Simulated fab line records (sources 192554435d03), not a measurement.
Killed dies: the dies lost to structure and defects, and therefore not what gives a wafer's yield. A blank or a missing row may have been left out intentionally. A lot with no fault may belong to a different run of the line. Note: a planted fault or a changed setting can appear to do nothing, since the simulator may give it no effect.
Comparing a struck lot with a sound one :: flow n5_finfet :: 41 steps out of a route of 1938
Sound: the wafers L157.1, L157.4, L157.6. Struck: wafers L164.2, L164.3. (L164.1 of the same lot was not struck and is left out.) The cause comes at the end.
For every step that has rows: the tool of each side, followed by ch and its chambers, followed by its first start. Under that, the readings that differ: sound wafers :: struck wafers :: difference of the means :: sigmas: that difference in standard deviations of wafers without a fault.
alike: same words and numbers on both sides, and readings whose means sit less than 2 such deviations apart. not compared: any withheld reading, any reading some wafer has no value for, any bound like >300 that may hide the same value, and any number with overlapping values for which the record gives no deviation.
A row with sigmas, a row that says differs or no value, or rows on one side alone: a step with any of these is where the two part. Numbers that don't overlap but have no deviation are shown without sigmas and don't part them. A reading missing from all wafers of one side parts the sides only when that side holds two or more wafers.

first, 6 steps without rows for these wafers: N5_SD_EPI_N_SD_RECESS_17 (chemistry HBr/Cl2/O2, target depth 41 nm, time 23.7 s, bt time 3 s); N5_SD_EPI_N_STRIP_38 (strips in N2/H2); N5_SD_EPI_N_WET_ETCH_43 (etches SiO2 in dHF, time 14 s, target depth 1.5 nm); N5_SD_EPI_N_STRIP_18 (strips in SPM, time 750 s); N5_SD_EPI_N_SRD_20 (time 30 s); N5_SD_EPI_N_PRECLEAN_48 (cleans in NF3:NH3, afs cycles 2, time 20 s, sublimation time 60 s).
N5_SD_EPI_N_VAPOR_ETCH_50: etches Si in HCl, time 54 s.
  sound on epi_rpcvd-01 ch 0, day 3 08:59; struck on epi_rpcvd-04 ch 0, day 5 04:58
  alike: throttle_valve_pct
then, 1 step without rows for these wafers: N5_SD_EPI_N_EPI_21 (deposits Si:P, time 690 s).
N5_SD_EPI_N_EPI_MEAS_23:
  struck on film_metro-02, day 5 06:52; sound on film_metro-01, day 3 11:30
  alike: thk_nm
then, 3 steps without rows for these wafers: N5_SD_EPI_N_PRECLEAN_24 (cleans in O3/DIW, time 60 s); N5_SD_EPI_N_SRD_25 (time 30 s); N5_SD_EPI_N_PRECLEAN_49 (cleans in NF3:NH3, afs cycles 1, time 20 s, sublimation time 60 s).
N5_SD_EPI_N_LINER_46: material SiNx, target thk 3 nm.
  sound on ald_sin-03 ch 1,3, day 3 12:09; struck on ald_sin-02 ch 0,2, day 5 07:29
reading: heater_power_w (W)
sound: 744 1013 1005
struck: 717 673
difference: -226
sigmas: -2

reading: model.SiNx_of_SD_EPI_N_LINER_46.thk_nm (nm)
sound: 3 3 3
struck: 2.4 2.4
difference: -0.6
sigmas: 
N5_SD_EPI_N_INSPECT_26: inspects for defects (darkfield).
  struck on defect_inspect-01, day 5 07:44; sound on defect_inspect-01, day 3 12:24
  alike: raw_defect_count
then, 8 steps without rows for these wafers: N5_SD_EPI_P_COAT_34 (time 60 s, resist thk 350 nm); N5_SD_EPI_P_COAT_35 (time 60 s, resist thk 35 nm); N5_SD_EPI_P_COAT_03 (resist thk 150 nm); N5_SD_EPI_P_EBR_05; N5_SD_EPI_P_SOFTBAKE_04 (time 60 s); N5_SD_EPI_P_EXPOSE_06 (exposes mask SD P BLK, target cd 240 nm); N5_SD_EPI_P_PEB_07 (peb time 60 s); N5_SD_EPI_P_DEVELOP_08 (develop time 30 s).
N5_SD_EPI_P_CD_MEAS_09: target cd 240 nm.
  sound on cd_sem-02 ch 0, day 3 12:41; struck on cd_sem-02 ch 0, day 5 08:07
  alike: cd_nm
N5_SD_EPI_P_OVL_MEAS_10:
  sound on overlay-02 ch 0, day 3 12:43; struck on overlay-02 ch 0, day 5 08:10
  alike: SD_P_BLK_OVL
N5_SD_EPI_P_INSPECT_11: inspects for defects (macro).
  struck on defect_inspect-01, day 5 08:11; sound on defect_inspect-02, day 3 12:44
  alike: raw_defect_count
N5_SD_EPI_P_DESCUM_14: chemistry O2, time 7.9 s.
  sound on rie_diel-01 ch 0,3, day 3 12:47; struck on rie_diel-01 ch 1,2, day 5 08:13
  alike: drypump_motor_current_A, oes_product_au, rf_vpp_V, showerhead_plenum_p_Torr, throttle_valve_pct
  not compared: rf_hours_counter_h
N5_SD_EPI_P_ETCH_36: etches SiARC in CF4, target depth 45.5 nm, time 75.8 s.
  sound on rie_diel-01 ch 0,3, day 3 12:49; struck on rie_diel-01 ch 1,2, day 5 08:15
  alike: drypump_motor_current_A, etch_rf_on_time_s, oes_product_au, rf_vpp_V, showerhead_plenum_p_Torr, throttle_valve_pct
  not compared: rf_hours_counter_h
N5_SD_EPI_P_ETCH_37: etches SOC in N2/H2, overetch 108 nm, time 486 s.
  sound on rie_diel-01 ch 0,3, day 3 12:52; struck on rie_diel-01 ch 1,2, day 5 08:18
  alike: drypump_motor_current_A, oes_product_au, rf_vpp_V, showerhead_plenum_p_Torr, throttle_valve_pct
  not compared: rf_hours_counter_h
then, 3 steps without rows for these wafers: N5_SD_EPI_P_STRIP_38 (strips in N2/H2); N5_SD_EPI_P_ETCHBACK_46 (etches SiNx in CH3F/O2, stops on SiO2, target depth 17.5 nm); N5_SD_EPI_P_ETCH_47 (etches SiOCN in CH3F/O2, target depth 25 nm).
N5_SD_EPI_P_ETCH_16: etches SiO2 in CHF3/O2, target depth 5 nm.
  sound on rie_diel-01 ch 0,3, day 3 13:23; struck on rie_diel-01 ch 1,2, day 5 08:50
  alike: O2_flow_sccm, drypump_motor_current_A, oes_product_au, rf_vpp_V, showerhead_plenum_p_Torr, throttle_valve_pct
  not compared: rf_hours_counter_h
then, 6 steps without rows for these wafers: N5_SD_EPI_P_STRIP_50 (strips in CHF3/O2); N5_SD_EPI_P_SD_RECESS_17 (chemistry HBr/Cl2/O2, target depth 39.1 nm, bt time 3 s); N5_SD_EPI_P_WET_ETCH_45 (etches SiO2 in dHF, time 10.7 s, target depth 2 nm, rinse time 30 s); N5_SD_EPI_P_STRIP_40 (strips in N2/H2); N5_SD_EPI_P_PRECLEAN_52 (cleans in O3/DIW, time 60 s); N5_SD_EPI_P_SRD_20 (time 30 s).
N5_SD_EPI_P_PRECLEAN_51: cleans in NF3:NH3, afs cycles 1, time 20 s, sublimation time 60 s.
  sound on epi_rpcvd-01 ch 0, day 3 13:46; struck on epi_rpcvd-01 ch 0, day 5 09:13
reading: model.SiNx_of_SD_EPI_N_LINER_46.thk_nm (nm)
sound: 2.6 2.6 2.6
struck: 2 2
difference: -1
sigmas: 
then, 1 step without rows for these wafers: N5_SD_EPI_P_VAPOR_ETCH_44 (etches SiGe30 in NF3/Ar, time 3.3 s).
-- a jump in the record: the struck wafers' starts before and after are 10 days apart (it breaks off in module SD_EPI_P and resumes in module PASSIVATION, where the first step shown is number 1936 of the route) --
N5_PASSIVATION_PROBE_49:
  struck on prober-02, day 15 02:14; sound on prober-02, day 13 19:55
  alike: killed_at_M0_to_M3, killed_at_M4_up, killed_at_contacts, killed_at_front_end, killed_at_other, killed_dies, killed_open, killed_short

## WHERE THEY PART
Only at N5_SD_EPI_N_LINER_46, within this record. Later steps at which nothing parts them and some readings are alike: N5_SD_EPI_N_INSPECT_26, N5_SD_EPI_P_CD_MEAS_09, N5_SD_EPI_P_OVL_MEAS_10, N5_SD_EPI_P_INSPECT_11, N5_SD_EPI_P_DESCUM_14, N5_SD_EPI_P_ETCH_36, N5_SD_EPI_P_ETCH_37, N5_SD_EPI_P_ETCH_16, N5_PASSIVATION_PROBE_49.

WHY: what had been put in by the simulator
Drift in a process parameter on ald_sin-02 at N5_SD_EPI_N_LINER_46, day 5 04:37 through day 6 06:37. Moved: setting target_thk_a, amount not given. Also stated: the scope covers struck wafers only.
